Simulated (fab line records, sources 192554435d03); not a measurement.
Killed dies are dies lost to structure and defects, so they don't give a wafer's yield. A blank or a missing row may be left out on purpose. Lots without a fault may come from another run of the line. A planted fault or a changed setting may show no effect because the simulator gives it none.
Problem report in the 8D (eight disciplines) form, filled by code | flow n5_finfet | the parts of the form that need people (team, actions taken, sign-off) are left out

1. THE PROBLEM
temp_c at N5_BEOL_M6_STRIP_19 reads a mean of 40.55 C on 4 wafers of 2 lots; wafers without a fault read 40.02 C with a standard deviation of 0.11. That is +4.8 standard deviations from the usual mean.
The step: strips in O2.
First seen on wafer L551.3, day 12 22:24, on rie_diel-04. The record holds 31 wafers of 11 lots with a number at this step. Rule for "out", or "out of limits": more than 4 standard deviations from the usual mean. The other wafers with a number count as sound.

2. WHAT IT IS AND WHAT IT IS NOT
question                    | is                     | is not
which readings at this step | temp_c                 | drypump_motor_current_A, oes_product_au, rf_vpp_V, showerhead_plenum_p_Torr
which lots                  | L551, L553             | L532, L533, L534, L540, L541, L543, L545, L548, L555
which wafers of those lots  | all that have a number | -
read on which tools         | rie_diel-04            | rie_diel-02, rie_diel-03
when                        | from day 12 22:24      | up to then (21 sound wafers); but 6 sound wafers of L548, L555 came after

3. SUSPECTS, AND WHAT RULES EACH OUT
Counting: a tool at a process step up to the reading stays a suspect if it ran every lot that is out and no sound lot after the first of them.
- pvd_sputter-02 at N5_BEOL_M5_ANNEAL_82 (time 1800 s): ruled out as a lasting fault. Sound lots L555 ran on it after its first lot that is out, L551 (day 12 15:35).
- pecvd-02 at N5_BEOL_M6_PECVD_70 (deposits SiO2 from TEOS/O2, target thk 20 nm, time 22.7 s): kept. It ran every lot that is out, first L551 (day 12 20:34), and no sound lot after that; its last sound lot up to then is L545 (day 11 17:40).
- rie_diel-04 at N5_BEOL_M6_STRIP_19 (strips in O2): kept. It ran every lot that is out, first L551 (day 12 22:24), and no sound lot after that; its last sound lot up to then is L543 (day 11 11:36). Its own readings are out on those wafers: temp_c.
Left after counting: pecvd-02 at N5_BEOL_M6_PECVD_70, rie_diel-04 at N5_BEOL_M6_STRIP_19.

4. THE CAUSE (what the simulator had put in)
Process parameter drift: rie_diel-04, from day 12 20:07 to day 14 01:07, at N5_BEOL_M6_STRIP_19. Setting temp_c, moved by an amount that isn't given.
Counting left 2 suspects, and this tool is among them.

5. THE CHAIN OF EFFECTS, in route order
Each row: a reading whose mean over the struck wafers that have a number lies more than 3 standard deviations from the usual. Only readings for which the record gives a usual standard deviation are gone through. hours: the time from each lot's start at the first step in this table that gives one to its start at this step, as a median over the lots. sigmas: the change in usual standard deviations.
hours | step                | reading | usual   | on struck wafers | change | sigmas
0     | N5_BEOL_M6_STRIP_19 | temp_c  | 40.02 C | 40.55            | +0.53  | +4.8
The process steps in it:
- N5_BEOL_M6_STRIP_19: strips in O2.

6. WHAT WOULD HAVE CAUGHT IT SOONER
In this record the first reading out of limits was taken at day 12 22:24, 2 hours after the fault began at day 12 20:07.
